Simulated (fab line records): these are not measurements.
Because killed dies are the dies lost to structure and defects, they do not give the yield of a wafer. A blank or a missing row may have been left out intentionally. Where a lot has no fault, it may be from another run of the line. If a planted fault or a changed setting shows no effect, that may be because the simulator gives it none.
fab line records	flow n5-finfet
record lots=9	wafers=27	last-day=20
route steps=1938 shown SD_EPI_N@274 SD_EPI_P@301 BEOL_M4@1111 PASSIVATION@1936
lots that met no fault: from a run of the same line without faults
start-h: hours from the record's first day to the start of the lot's first wafer shown	wait-h: hours elapsed since this lot's preceding step	" as in the row above	L1.1+2: a row that stands for several wafers	- either no value or no given start	* or withheld: withheld	< > ~ a bound
route shown NAME@n: a module of which the file shows steps, and the number in the route of the first	usual: average and standard deviation across the fault-free wafers	same: alike in all rows	chamber/n: place in a boat	sites: per-site readings	_std_site: their standard deviation	_edge_site: mean of outer sites minus mean of inner sites	radius-mm: for every site, how far away it sits from the centre of the wafer	mask NAME#n: copy n	behind: the last tool/chamber to shape the wafer	hold: the reason the lot was held/the length of the hold in hours/how it ended	device: transistor that didn't switch, given as n, p or np	end of line: tests run on the same wafers once the route is complete	for a step that has no rows: nothing shown but its recipe	killed: dies that structure and defects cost at the first sort, which is not the same as the wafer's yield	map: a wafer's dies, x killed, . not, _ none there
set.NAME: the run value of the setting; set.NAME@STEP: its run value at that earlier step	model.NAME: the simulator's own value behind a step, which no gauge read
steps of the route over a sample of lots; a table a step, a row a wafer
services: a tool's chamber out of use, with start hour (start-h, from the record's first day; less than 0 if before it), hours out, and reason
## steps
# step N5_SD_EPI_N_ETCH_34
# recipe chemistry=CF4	target=SiARC	target-depth-a=455	mask-material=CAR-ArF-block	time-s=75.8	ion-energy-ev=80	pressure-mtorr=40	source-w=545	bias-w=36	Ar_flow_sccm=100	cf4-flow-sccm=100	ends=cleared
# usual drypump-motor-current-A=5.8/0.54	etch-rf-on-time-s=75.5/1.7	oes-product-au=0.63/0.049	rf-vpp-V=184.3/1.2	showerhead-plenum-p-Torr=2.16/0.072	throttle-valve-pct=15.66/0.21
lot.wafer	tool	chamber	start-h	wait-h	drypump-motor-current-A	etch-rf-on-time-s	oes-product-au	rf-hours-counter-h	rf-vpp-V	showerhead-plenum-p-Torr	throttle-valve-pct
L586.1	rie-diel-06	3	58.37	0.0	6.8	77.9	0.62	182	184.3	2.23	15.64
L586.4	"	1	"	"	5.2	73.7	0.64	155	185.0	2.23	15.61
L586.5	"	1	"	"	5.2	73.3	0.63	-	185.7	2.23	15.61
L587.3	rie-diel-02	0	63.07	0.0	6.1	74.7	0.59	231	181.8	2.03	15.37
L587.4	"	3	"	"	6.3	73.3	0.66	135	183.3	2.06	15.31
L587.5	"	2	"	"	5.2	73.3	0.62	-	184.6	2.14	15.68
L590.3	rie-diel-03	3	80.45	0.0	6.1	76.2	0.60	194	183.4	2.03	15.50
L590.4	"	1	"	"	5.9	72.0	0.71	-	184.3	2.24	15.94
L590.6	"	0	"	"	4.9	75.9	0.59	-	185.7	2.13	15.68
L594.1	rie-diel-03	3	109.46	0.0	6.1	75.6	0.60	207	182.9	2.03	15.53
L594.2	"	1	"	"	5.9	72.8	0.69	130	187.1	2.24	15.98
L594.6	"	1	"	"	5.9	72.8	0.69	-	183.6	2.24	15.98
L597.2	rie-diel-06	0	122.59	0.0	5.9	75.5	0.64	168	185.8	2.22	15.71
L597.3	"	3	"	"	6.8	78.0	0.61	203	184.3	2.22	15.67
L597.4	"	2	"	"	6.2	77.3	0.59	201	184.3	2.19	15.63
L602.3	rie-diel-02	0	151.47	0.0	6.1	72.9	0.83	5	185.6	2.27	14.95
L602.4	"	1	"	"	5.4	77.1	0.61	201	183.0	2.11	15.92
L602.5	"	2	"	"	5.2	75.6	0.60	-	184.6	2.13	15.75
L603.1	rie-diel-02	3	158.32	0.0	6.3	75.5	0.62	172	184.9	2.05	15.38
L603.3	"	2	"	"	5.2	74.5	0.59	235	183.5	2.13	15.77
L603.6	"	3	"	"	6.3	75.1	0.63	-	183.0	2.05	15.39
L606.1	rie-diel-02	1	174.51	0.0	5.5	78.4	0.61	208	183.9	2.11	15.94
L606.2	"	2	"	"	5.2	75.5	0.58	240	182.1	2.13	15.78
L606.3	"	0	"	"	6.1	73.7	0.82	13	185.6	2.27	14.95
L608.3	rie-diel-06	0	186.65	0.0	5.9	76.7	0.62	189	185.7	2.21	15.76
L608.5	"	0	"	"	5.9	76.4	0.63	-	186.6	2.21	15.75
L608.6	"	3	"	"	6.8	79.1	0.58	-	184.9	2.22	15.71
# step N5_SD_EPI_P_PEB_07
# recipe peb-temp-c=110	peb-time-s=60	resist=CAR-ArF-block
# usual heater-power-total-W=175.2/1.7
lot.wafer	tool	chamber	start-h	wait-h	heater-power-total-W
L586.1	litho-track-02	0	63.36	0.1	173.7
L586.4	"	0	"	"	173.3
L586.5	"	0	"	"	175.4
L587.3	litho-track-05	0	68.08	0.0	173.0
L587.4	"	0	"	"	173.0
L587.5	"	0	"	"	177.3
L590.3	litho-track-02	0	85.31	0.0	176.5
L590.4	"	0	"	"	177.6
L590.6	"	0	"	"	177.0
L594.1	litho-track-02	0	113.62	0.1	177.5
L594.2	"	0	"	"	173.0
L594.6	"	0	"	"	174.2
L597.2	litho-track-02	0	126.88	0.0	175.0
L597.3	"	0	"	"	175.5
L597.4	"	0	"	"	173.2
L602.3	litho-track-02	0	155.63	0.0	233.3
L602.4	"	0	"	"	238.5
L602.5	"	0	"	"	234.2
L603.1	litho-track-02	0	162.58	0.1	235.3
L603.3	"	0	"	"	233.8
L603.6	"	0	"	"	238.8
L606.1	litho-track-01	0	179.47	0.1	175.0
L606.2	"	0	"	"	173.7
L606.3	"	0	"	"	174.5
L608.3	litho-track-01	0	191.36	0.0	175.6
L608.5	"	0	"	"	174.0
L608.6	"	0	"	"	177.4
# step N5_SD_EPI_P_CD_MEAS_09
# recipe target-cd-nm=240	landing-energy-ev=500	detector=se-inlens
# usual cd-nm=240.5/0.83
lot.wafer	tool	chamber	start-h	wait-h	cd-nm
L586.1	cd-sem-01	0	63.43	-	241.5
L586.4	"	0	"	"	241.2
L586.5	"	0	"	"	240.4
L587.3	cd-sem-01	0	68.15	-	240.6
L587.4	"	0	"	"	239.6
L587.5	"	0	"	"	238.6
L590.3	cd-sem-03	0	85.37	-	240.1
L590.4	"	0	"	"	239.8
L590.6	"	0	"	"	239.5
L594.1	cd-sem-03	0	113.69	-	240.3
L594.2	"	0	"	"	238.8
L594.6	"	0	"	"	239.6
L597.2	cd-sem-01	0	126.96	-	241.1
L597.3	"	0	"	"	240.7
L597.4	"	0	"	"	240.5
L602.3	cd-sem-03	0	155.69	-	222.7
L602.4	"	0	"	"	222.2
L602.5	"	0	"	"	220.9
L603.1	cd-sem-01	0	162.64	-	222.7
L603.3	"	0	"	"	222.0
L603.6	"	0	"	"	222.3
L606.1	cd-sem-01	0	179.54	-	239.6
L606.2	"	0	"	"	238.6
L606.3	"	0	"	"	239.3
L608.3	cd-sem-01	0	191.43	-	240.6
L608.5	"	0	"	"	240.5
L608.6	"	0	"	"	240.6
# step N5_SD_EPI_P_OVL_MEAS_10
# recipe points-per-wafer=44
# usual SD_P_BLK_OVL=-0.1/0.82
lot.wafer	tool	chamber	start-h	wait-h	SD_P_BLK_OVL[nm]
L586.1	overlay-02	0	63.46	0.0	-1.5
L586.4	"	0	"	"	0.5
L586.5	"	0	"	"	-1.7
L587.3	overlay-01	0	68.18	0.0	0.5
L587.4	"	0	"	"	-1.1
L587.5	"	0	"	"	0.3
L590.3	overlay-02	0	85.40	0.0	-1.0
L590.4	"	0	"	"	-0.8
L590.6	"	0	"	"	-1.2
L594.1	overlay-01	0	113.72	0.0	0.2
L594.2	"	0	"	"	0.5
L594.6	"	0	"	"	0.3
L597.2	overlay-01	0	126.99	0.0	-1.1
L597.3	"	0	"	"	0.4
L597.4	"	0	"	"	-0.7
L602.3	overlay-02	0	155.72	0.0	-0.3
L602.4	"	0	"	"	0.5
L602.5	"	0	"	"	-0.9
L603.1	overlay-01	0	162.67	0.0	-1.2
L603.3	"	0	"	"	-0.5
L603.6	"	0	"	"	-0.5
L606.1	overlay-02	0	179.57	0.0	-0.2
L606.2	"	0	"	"	-0.4
L606.3	"	0	"	"	1.7
L608.3	overlay-01	0	191.46	0.0	1.5
L608.5	"	0	"	"	-0.2
L608.6	"	0	"	"	0.9
# step N5_SD_EPI_P_ETCH_47
# recipe chemistry=CH3F/O2	target=SiOCN	target-depth-a=250	mask-material=SOC	ion-energy-ev=60	bias-w=29	pressure-mtorr=30	source-w=410	Ar_flow_sccm=150	CH3F_flow_sccm=30	O2_flow_sccm=20
# usual drypump-motor-current-A=5.6/0.51	oes-product-au=0.80/0.085	rf-vpp-V=127.1/2.7	showerhead-plenum-p-Torr=2.02/0.06	throttle-valve-pct=16.36/0.23
lot.wafer	tool	chamber	start-h	wait-h	drypump-motor-current-A	oes-product-au	rf-hours-counter-h	rf-vpp-V	showerhead-plenum-p-Torr	throttle-valve-pct
L586.1	rie-diel-01	2	64.03	0.1	5.1	0.94	6	127.4	2.05	16.01
L586.4	"	1	"	"	6.1	0.75	160	128.4	2.06	16.16
L586.5	"	0	"	"	6.1	0.72	-	133.3	2.07	16.75
L587.3	rie-diel-01	1	68.97	0.1	6.1	0.74	162	128.9	2.06	16.15
L587.4	"	3	"	"	6.3	0.68	248	125.0	1.98	16.82
L587.5	"	1	"	"	6.1	0.74	-	128.8	2.06	16.19
L590.3	rie-diel-01	0	85.97	0.1	6.1	0.72	227	134.2	2.06	16.77
L590.4	"	1	"	"	6.1	0.75	-	128.4	2.06	16.18
L590.6	"	0	"	"	6.1	0.72	-	132.1	2.06	16.76
L594.1	rie-diel-01	2	114.29	0.1	5.1	0.90	24	125.9	2.04	16.04
L594.2	"	3	"	"	6.4	0.95	7	125.8	1.98	16.31
L594.6	"	1	"	"	6.2	0.74	-	126.6	2.06	16.19
L597.2	rie-diel-04	2	127.69	0.1	5.5	0.78	115	122.5	1.93	16.18
L597.3	"	1	"	"	5.8	0.88	42	127.9	1.95	16.25
L597.4	"	0	"	"	5.8	0.71	-	128.3	1.98	16.54
L602.3	rie-diel-01	1	156.48	0.1	6.2	0.72	195	127.6	2.05	16.22
L602.4	"	0	"	"	6.2	0.70	239	133.2	2.06	16.80
L602.5	"	1	"	"	6.2	0.72	-	126.0	2.05	16.23
L603.1	rie-diel-05	1	163.25	0.1	5.9	0.89	46	127.3	2.12	16.45
L603.3	"	3	"	"	5.0	0.88	36	125.4	1.96	16.19
L603.6	"	0	"	"	4.7	0.72	-	126.8	2.06	16.50
L606.1	rie-diel-01	2	180.14	0.1	5.1	0.85	47	126.8	2.03	16.09
L606.2	"	1	"	"	6.1	0.71	201	126.6	2.05	16.25
L606.3	"	0	"	"	6.1	0.70	244	133.0	2.06	16.80
L608.3	rie-diel-01	3	192.03	0.1	6.3	0.90	31	126.4	1.97	16.36
L608.5	"	3	"	"	6.3	0.89	-	125.4	1.97	16.34
L608.6	"	0	"	"	6.2	0.70	-	132.1	2.06	16.80
# step N5_BEOL_M4_RC_MEAS_101
# usual DIBL_N=36.3/1.6	DIBL_P=36.4/2.1	IOFF_N=0.16/0.032	IOFF_P=0.22/0.044	ION_N=675/12	ION_P=463/8.3	SS_N=71.6/0.64	SS_P=73.3/0.67	VT_N=250/3.3	VT_P=-250/3.7
lot.wafer	tool	chamber	start-h	wait-h	DIBL_N[mV/V]	DIBL_P[mV/V]	IOFF_N[nA/um]	IOFF_P[nA/um]	ION_N[uA/um]	ION_P[uA/um]	SS_N[mV/dec]	SS_P[mV/dec]	VT_N[mV]	VT_P[mV]
L587.3	prober-01	0	209.26	0.3	37.6	38.7	0.17	0.21	675	462	72.0	73.9	248	-250
L587.4	"	0	"	"	35.8	35.3	0.13	0.16	672	452	71.6	72.1	252	-256
L587.5	"	0	"	"	35.0	35.0	0.12	0.16	666	455	70.9	72.7	252	-255
L586.1	prober-01	0	227.39	0.0	33.7	33.5	0.13	0.19	671	471	71.2	72.6	252	-249
L586.4	"	0	"	"	33.8	33.5	0.12	0.19	659	464	71.0	73.0	254	-249
L586.5	"	0	"	"	35.0	35.4	0.15	0.22	664	463	71.5	72.8	250	-251
L590.3	prober-02	0	232.50	0.3	36.3	35.5	0.15	0.19	674	463	70.6	73.7	251	-251
L590.4	"	0	"	"	35.1	33.6	0.13	0.17	667	462	70.5	73.0	250	-252
L590.6	"	0	"	"	37.4	36.4	0.18	0.21	694	471	71.2	72.5	246	-254
L594.1	prober-02	0	257.00	0.0	35.4	35.7	0.15	0.18	665	457	71.2	72.8	251	-254
L594.2	"	0	"	"	37.9	38.7	0.21	0.23	697	468	71.7	74.1	246	-250
L594.6	"	0	"	"	36.7	37.3	0.18	0.20	674	454	71.2	73.0	249	-251
L597.2	prober-01	0	279.55	0.2	37.1	37.6	0.17	0.23	692	464	72.2	73.9	248	-250
L597.3	"	0	"	"	36.7	35.7	0.15	0.19	681	456	71.4	72.4	250	-252
L597.4	"	0	"	"	35.6	34.2	0.13	0.18	670	453	71.1	72.9	251	-253
L602.3	prober-01	0	308.73	0.3	38.0	37.5	0.20	0.26	699	471	72.3	74.3	246	-244
L602.4	"	0	"	"	33.7	32.2	0.12	0.17	654	452	70.6	72.7	253	-250
L602.5	"	0	"	"	34.7	33.5	0.13	0.18	674	461	71.4	74.0	251	-251
L603.1	prober-02	0	323.48	0.0	34.9	35.0	0.14	0.19	666	465	71.3	72.3	251	-251
L603.3	"	0	"	"	37.0	37.8	0.18	0.24	681	469	71.4	73.3	246	-247
L603.6	"	0	"	"	37.3	37.6	0.18	0.23	685	467	71.3	73.4	244	-249
L606.1	prober-02	0	350.85	0.0	35.6	35.1	0.12	0.18	648	450	71.4	73.4	255	-253
L606.2	"	0	"	"	34.9	34.2	0.12	0.17	672	464	70.7	73.2	254	-251
L606.3	"	0	"	"	36.8	35.7	0.14	0.19	667	461	70.9	72.4	252	-253
L608.3	prober-01	0	381.41	0.3	35.7	34.9	0.15	0.21	665	459	71.9	72.9	250	-250
L608.5	"	0	"	"	37.1	36.6	0.17	0.23	670	462	72.6	73.0	248	-248
L608.6	"	0	"	"	35.8	35.0	0.15	0.21	680	463	72.4	72.9	253	-251
# step N5_PASSIVATION_PROBE_49
# usual defect-limited-yield=91.4/1.2	killed_at_M0_to_M3=35/11	killed_at_M4_up=14/6	killed-at-contacts=12/6.7	killed-at-front-end=37/9.7	killed-at-other=3.5/2.5	killed-dies=102/15	killed-open=67/12	killed-short=33/7.3	sort_bin_5_function=5.1/0.81	sort_bin_6_memory=3.2/0.65	sort-n-pass=1078/15	sort-yield-pct=91.4/1.2
# same gross-dies=1180	killed-at-back-side=0	sort_bin_4_leakage[%]=0	sort_bin_8_speed[%]=0
lot.wafer	tool	chamber	start-h	wait-h	defect-limited-yield[%]	killed_at_M0_to_M3	killed_at_M4_up	killed-at-contacts	killed-at-front-end	killed-at-other	killed-dies	killed-open	killed-short	sort_bin_5_function[%]	sort_bin_6_memory[%]	sort-n-pass	sort-yield-pct[%]
L587.3	prober-01	-	318.45	0.1	91.3	49	11	7	35	1	103	64	37	5.2	3.2	1077	91.3
L587.4	prober-01	-	318.50	0.2	91.3	29	16	17	41	0	103	67	35	5.2	3.3	1077	91.3
L587.5	prober-01	-	318.55	0.2	90.0	33	14	7	57	7	118	82	36	5.6	4.2	1062	90.0
L590.3	prober-01	-	345.56	0.1	90.6	38	13	8	47	5	111	70	40	5.0	4.1	1069	90.6
L590.4	prober-01	-	345.61	0.2	90.5	47	3	3	53	6	112	68	44	5.2	3.5	1068	90.5
L590.6	prober-01	-	345.71	0.3	92.1	24	13	6	41	9	93	56	35	4.8	3.1	1087	92.1
L586.1	prober-01	-	356.70	0.0	90.8	19	10	14	60	6	109	58	48	5.5	3.6	1071	90.8
L586.4	prober-01	-	356.85	0.2	92.4	30	11	19	25	5	90	58	32	4.3	3.1	1090	92.4
L586.5	prober-01	-	356.90	0.2	92.3	23	9	13	39	7	91	62	29	4.4	3.0	1089	92.3
L594.1	prober-02	-	360.54	0.0	92.7	38	8	23	15	2	86	55	30	4.0	3.0	1094	92.7
L594.2	prober-02	-	360.59	0.1	91.0	32	25	14	31	4	106	72	33	5.9	2.7	1074	91.0
L594.6	prober-02	-	360.79	0.3	90.2	36	13	26	37	4	116	78	34	6.3	3.0	1064	90.2
L597.2	prober-02	-	381.59	0.3	91.3	32	30	12	25	4	103	70	33	5.6	2.8	1077	91.3
L597.3	prober-02	-	381.64	0.4	90.8	35	23	14	26	10	108	78	29	5.3	3.5	1072	90.8
L597.4	prober-02	-	381.69	0.4	93.7	31	10	4	28	1	74	46	27	3.8	2.3	1106	93.7
L602.3	prober-01	-	414.80	0.1	89.2	51	3	11	57	5	127	84	42	6.1	4.3	1053	89.2
L602.4	prober-01	-	414.85	0.2	88.5	49	17	10	59	1	136	87	48	7.1	4.0	1044	88.5
L602.5	prober-01	-	414.90	0.2	89.7	46	13	16	45	1	121	70	41	5.8	3.2	1059	89.7
L603.1	prober-02	-	425.76	0.0	89.9	40	9	19	48	3	119	62	56	5.7	4.1	1061	89.9
L603.3	prober-02	-	425.86	0.1	88.6	64	10	10	49	2	135	97	38	6.8	4.3	1045	88.6
L603.6	prober-02	-	426.01	0.3	91.3	52	9	7	28	7	103	70	32	4.9	3.6	1077	91.3
L606.1	prober-01	-	460.16	0.0	94.0	21	6	7	37	0	71	44	19	3.1	1.8	1109	94.0
L606.2	prober-01	-	460.21	0.1	93.8	29	8	3	32	1	73	46	26	4.8	1.0	1107	93.8
L606.3	prober-01	-	460.26	0.1	93.1	18	6	4	52	2	82	53	28	3.1	3.6	1098	93.1
L608.3	prober-02	-	476.05	0.1	90.5	35	15	10	51	1	112	79	30	5.1	4.1	1068	90.5
L608.5	prober-02	-	476.15	0.2	91.9	29	11	10	44	1	95	60	33	4.9	3.0	1085	91.9
L608.6	prober-02	-	476.20	0.3	90.2	40	11	18	45	2	116	82	33	5.8	3.8	1064	90.2
# killed by level:class
L587.3 BEOL_M0_SAQP:geometric-particle:short=11 BEOL_M1:geometric-particle:open=11 BEOL_M3:geometric-particle:open=8 BEOL_M0_SAQP:geometric-particle:open=7 GATE_CUT:geometric-particle:short=6 MOL_CONTACT_COAG:geometric-particle:open=6 FIN_SAQP:geometric-particle:open=5 STI_FIN_REVEAL:geometric-particle:open=5
L587.4 MOL_CONTACT_COAG:geometric-particle:open=14 FIN_SAQP:geometric-particle:short=13 BEOL_M1:geometric-particle:open=10 BEOL_M3:geometric-particle:open=10 BEOL_M4:geometric-particle:open=9 FIN_SAQP:geometric-particle:open=4 STARTING-WAFER:geometric-particle:open=4 FIN_CUT:geometric-particle:short=4
L587.5 FIN_SAQP:geometric-particle:short=12 FIN_SAQP:geometric-particle:open=12 BEOL_M0_SAQP:geometric-particle:open=10 BEOL_M1:geometric-particle:open=10 STI_FIN_REVEAL:geometric-particle:open=7 MOL_CONTACT_COAG:geometric-particle:open=7 BEOL_M0_SAQP:geometric-particle:short=7 BEOL_M4:geometric-particle:open=6
L590.3 FIN_SAQP:geometric-particle:open=10 STI_FIN_REVEAL:geometric-particle:open=10 BEOL_M2:geometric-particle:open=10 MOL_CONTACT_COAG:geometric-particle:open=7 BEOL_M0_SAQP:geometric-particle:open=6 BEOL_M3:geometric-particle:open=6 BEOL_M4:geometric-particle:short=5 FIN_SAQP:geometric-particle:short=4
L590.4 STI_FIN_REVEAL:geometric-particle:open=20 BEOL_M0_SAQP:geometric-particle:open=11 BEOL_M0_SAQP:geometric-particle:short=10 FIN_SAQP:geometric-particle:open=9 BEOL_M3:geometric-particle:open=9 BEOL_M3:geometric-particle:short=7 FIN_SAQP:geometric-particle:short=6 BEOL_M2:geometric-particle:open=5
L590.6 STI_FIN_REVEAL:geometric-particle:open=9 FIN_SAQP:geometric-particle:open=8 BEOL_M0_SAQP:geometric-particle:short=8 FIN_SAQP:geometric-particle:short=7 MOL_CONTACT_COAG:geometric-particle:open=5 BEOL_M2:geometric-particle:open=5 BEOL_M3:geometric-particle:open=5 STI_FIN_REVEAL:geometric-particle:short=4
L586.1 FIN_SAQP:geometric-particle:short=24 FIN_SAQP:geometric-particle:open=14 MOL_CONTACT_COAG:geometric-particle:open=12 GATE_CUT:geometric-particle:short=5 BEOL_M0_SAQP:geometric-particle:open=5 BEOL_M3:geometric-particle:open=4 STI_FIN_REVEAL:geometric-particle:open=3 BEOL_M2:geometric-particle:open=3
L586.4 MOL_CONTACT_COAG:geometric-particle:open=15 STI_FIN_REVEAL:geometric-particle:open=8 BEOL_M2:geometric-particle:open=6 FIN_SAQP:geometric-particle:open=5 BEOL_M0_SAQP:geometric-particle:open=5 FIN_SAQP:geometric-particle:short=4 MOL_CONTACT_COAG:geometric-particle:short=4 BEOL_M1:geometric-particle:short=4
L586.5 MOL_CONTACT_COAG:geometric-particle:open=11 FIN_SAQP:geometric-particle:open=9 FIN_SAQP:geometric-particle:short=8 BEOL_M2:geometric-particle:open=7 STI_FIN_REVEAL:geometric-particle:open=6 BEOL_M1:geometric-particle:open=6 BEOL_M1:geometric-particle:short=4 STARTING-WAFER:geometric-particle:open=4
L594.1 BEOL_M2:geometric-particle:open=21 MOL_CONTACT_COAG:geometric-particle:open=16 MOL_CONTACT_COAG:geometric-particle:short=7 STI_FIN_REVEAL:geometric-particle:open=5 BEOL_M0_SAQP:geometric-particle:short=5 GATE_CUT:geometric-particle:short=4 BEOL_M2:geometric-particle:short=4 BEOL_M3:geometric-particle:open=3
L594.2 BEOL_M4:geometric-particle:open=14 STI_FIN_REVEAL:geometric-particle:open=11 BEOL_M2:geometric-particle:open=10 MOL_CONTACT_COAG:geometric-particle:short=9 BEOL_M3:geometric-particle:open=9 FIN_SAQP:geometric-particle:short=5 MOL_CONTACT_COAG:geometric-particle:open=5 STARTING-WAFER:geometric-particle:short=4
L594.6 MOL_CONTACT_COAG:geometric-particle:open=17 STI_FIN_REVEAL:geometric-particle:open=9 BEOL_M2:geometric-particle:open=9 BEOL_M3:geometric-particle:open=8 MOL_CONTACT_COAG:geometric-particle:short=7 DUMMY_GATE:geometric-particle:open=6 BEOL_M4:geometric-particle:open=6 BEOL_M0_SAQP:geometric-particle:short=5
L597.2 BEOL_M4:geometric-particle:open=14 MOL_CONTACT_COAG:geometric-particle:open=11 BEOL_M0_SAQP:geometric-particle:short=10 BEOL_M3:geometric-particle:open=6 FIN_SAQP:geometric-particle:open=5 STI_FIN_REVEAL:geometric-particle:open=5 FIN_SAQP:geometric-particle:short=4 BEOL_M0_SAQP:geometric-particle:open=4
L597.3 BEOL_M4:geometric-particle:open=15 BEOL_M3:geometric-particle:open=14 STI_FIN_REVEAL:geometric-particle:open=11 MOL_CONTACT_COAG:geometric-particle:open=10 BEOL_M0_SAQP:geometric-particle:open=6 BEOL_M1:geometric-particle:open=5 PASS1_CAP:geometric-particle:short=5 FIN_SAQP:geometric-particle:open=4
L597.4 FIN_SAQP:geometric-particle:short=9 BEOL_M0_SAQP:geometric-particle:open=5 BEOL_M1:geometric-particle:open=5 BEOL_M3:geometric-particle:open=5 FIN_SAQP:geometric-particle:open=4 STI_FIN_REVEAL:geometric-particle:open=4 BEOL_M0:geometric-particle:open=4 BEOL_M2:geometric-particle:open=4
L602.3 BEOL_M3:geometric-particle:open=19 FIN_SAQP:geometric-particle:open=11 BEOL_M0_SAQP:geometric-particle:short=11 BEOL_M0_SAQP:geometric-particle:open=10 GATE_CUT:geometric-particle:short=9 STI_FIN_REVEAL:geometric-particle:open=9 MOL_CONTACT_COAG:geometric-particle:open=9 FIN_SAQP:geometric-particle:short=7
L602.4 STI_FIN_REVEAL:geometric-particle:open=18 BEOL_M3:geometric-particle:open=14 FIN_SAQP:geometric-particle:short=12 BEOL_M2:geometric-particle:open=11 BEOL_M0_SAQP:geometric-particle:open=9 BEOL_M0_SAQP:geometric-particle:short=8 BEOL_M4:geometric-particle:open=8 FIN_SAQP:geometric-particle:open=6
L602.5 BEOL_M0_SAQP:geometric-particle:open=13 MOL_CONTACT_COAG:geometric-particle:open=12 BEOL_M0_SAQP:geometric-particle:short=11 FIN_SAQP:geometric-particle:open=10 BEOL_M4:geometric-particle:open=9 HKMG_FIN:area-etch=8 BEOL_M3:geometric-particle:open=7 FIN_SAQP:geometric-particle:short=6
L603.1 MOL_CONTACT_COAG:geometric-particle:open=16 BEOL_M0_SAQP:geometric-particle:short=16 BEOL_M0_SAQP:geometric-particle:open=14 FIN_SAQP:geometric-particle:short=10 STARTING-WAFER:geometric-particle:short=7 GATE_CUT:geometric-particle:short=5 BEOL_M4:geometric-particle:open=5 FIN_SAQP:geometric-particle:open=4
L603.3 BEOL_M0_SAQP:geometric-particle:open=16 BEOL_M1:geometric-particle:open=12 BEOL_M0_SAQP:geometric-particle:short=10 FIN_SAQP:geometric-particle:open=9 STI_FIN_REVEAL:geometric-particle:open=9 BEOL_M3:geometric-particle:open=9 DUMMY_GATE:geometric-particle:open=8 MOL_CONTACT_COAG:geometric-particle:open=8
L603.6 BEOL_M0_SAQP:geometric-particle:open=17 BEOL_M0_SAQP:geometric-particle:short=9 BEOL_M3:geometric-particle:open=8 BEOL_M1:geometric-particle:open=7 GATE_CUT:geometric-particle:open=6 BEOL_M3:geometric-particle:short=5 FIN_SAQP:geometric-particle:open=4 MOL_CONTACT_COAG:geometric-particle:open=4
L606.1 STI_FIN_REVEAL:geometric-particle:open=9 FIN_SAQP:geometric-particle:open=8 HKMG_FIN:area-etch=7 MOL_CONTACT_COAG:geometric-particle:open=6 BEOL_M0_SAQP:geometric-particle:open=5 BEOL_M1:geometric-particle:short=4 FIN_SAQP:geometric-particle:short=4 BEOL_M2:geometric-particle:open=4
L606.2 STI_FIN_REVEAL:geometric-particle:open=10 BEOL_M3:geometric-particle:open=10 FIN_SAQP:geometric-particle:open=7 FIN_SAQP:geometric-particle:short=6 STI_FIN_REVEAL:geometric-particle:short=5 BEOL_M0_SAQP:geometric-particle:short=5 BEOL_M2:geometric-particle:open=4 BEOL_M0_SAQP:geometric-particle:open=3
L606.3 FIN_SAQP:geometric-particle:short=14 STI_FIN_REVEAL:geometric-particle:open=12 FIN_SAQP:geometric-particle:open=10 BEOL_M3:geometric-particle:open=5 BEOL_M4:geometric-particle:open=5 STI_FIN_REVEAL:geometric-particle:short=4 DUMMY_GATE:geometric-particle:open=3 BEOL_M1:geometric-particle:open=3
L608.3 STI_FIN_REVEAL:geometric-particle:open=19 BEOL_M1:geometric-particle:open=12 MOL_CONTACT_COAG:geometric-particle:open=10 STI_FIN_REVEAL:geometric-particle:short=7 BEOL_M2:geometric-particle:open=7 FIN_SAQP:geometric-particle:open=6 BEOL_M4:geometric-particle:open=5 FIN_SAQP:geometric-particle:short=4
L608.5 BEOL_M2:geometric-particle:open=13 FIN_SAQP:geometric-particle:short=10 STI_FIN_REVEAL:geometric-particle:open=10 MOL_CONTACT_COAG:geometric-particle:open=6 FIN_SAQP:geometric-particle:open=5 DUMMY_GATE:geometric-particle:open=5 MOL_CONTACT_COAG:geometric-particle:short=4 BEOL_M3:geometric-particle:open=3
L608.6 BEOL_M0_SAQP:geometric-particle:open=19 MOL_CONTACT_COAG:geometric-particle:open=15 FIN_SAQP:geometric-particle:open=8 STI_FIN_REVEAL:geometric-particle:open=8 BEOL_M0_SAQP:geometric-particle:short=7 BEOL_M1:geometric-particle:open=6 BEOL_M4:geometric-particle:open=6 FIN_SAQP:geometric-particle:short=4
## services
tool	chamber	start-h	hours	kind
rie-diel-02	3	46.09	4.0	repair
rie-diel-02	-	56.46	2.8	pm
rie-diel-01	3	75.10	-	clean
rie-diel-01	3	75.10	-	consumable-replace:focus-ring
rie-diel-01	3	75.10	18.7	scheduled-down
rie-diel-01	3	75.10	18.7	vent-cycle
rie-diel-01	0	75.56	1.7	repair
rie-diel-03	2	77.09	4.3	repair
rie-diel-06	-	79.36	2.8	pm
rie-diel-05	1	80.42	9.3	repair
rie-diel-04	2	105.37	13.3	repair
rie-diel-02	0	115.19	-	clean
rie-diel-02	0	115.19	-	consumable-replace:focus-ring
rie-diel-02	0	115.19	-	consumable-replace:showerhead
rie-diel-02	0	115.19	21.1	scheduled-down
rie-diel-02	0	115.19	21.1	vent-cycle
rie-diel-01	0	117.38	36.7	repair
rie-diel-06	0	119.41	1.3	repair
rie-diel-03	2	127.70	2.8	repair
litho-track-02	-	157.06	-	consumable-replace:filter
rie-diel-01	3	160.50	4.9	repair
rie-diel-03	0	163.82	-	clean
rie-diel-03	0	163.82	-	consumable-replace:focus-ring
rie-diel-02	2	187.41	4.7	repair
## key
first-sign step=N5_SD_EPI_P_PEB_07	reading=heater-power-total-W	direction=up	sigmas=36	usual=*	struck=*
effect step=N5_SD_EPI_P_CD_MEAS_09	reading=cd-nm	direction=down	sigmas=22	usual=240.5	struck=222.1
met-at N5_SD_EPI_P_PEB_07
struck-lots L602,L603
not-acting-at N5_SD_EPI_N_ETCH_34,N5_SD_EPI_P_OVL_MEAS_10,N5_SD_EPI_P_ETCH_47
onset-between 126.88 155.63
fault kind=process-parameter-drift	tool=litho-track-02	chamber=-	onset-h=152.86	steps=N5_SD_EPI_P_PEB_07	channel=peb-time-s	offset=*	shape=step	end-h=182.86	acts-in=*	stated=*
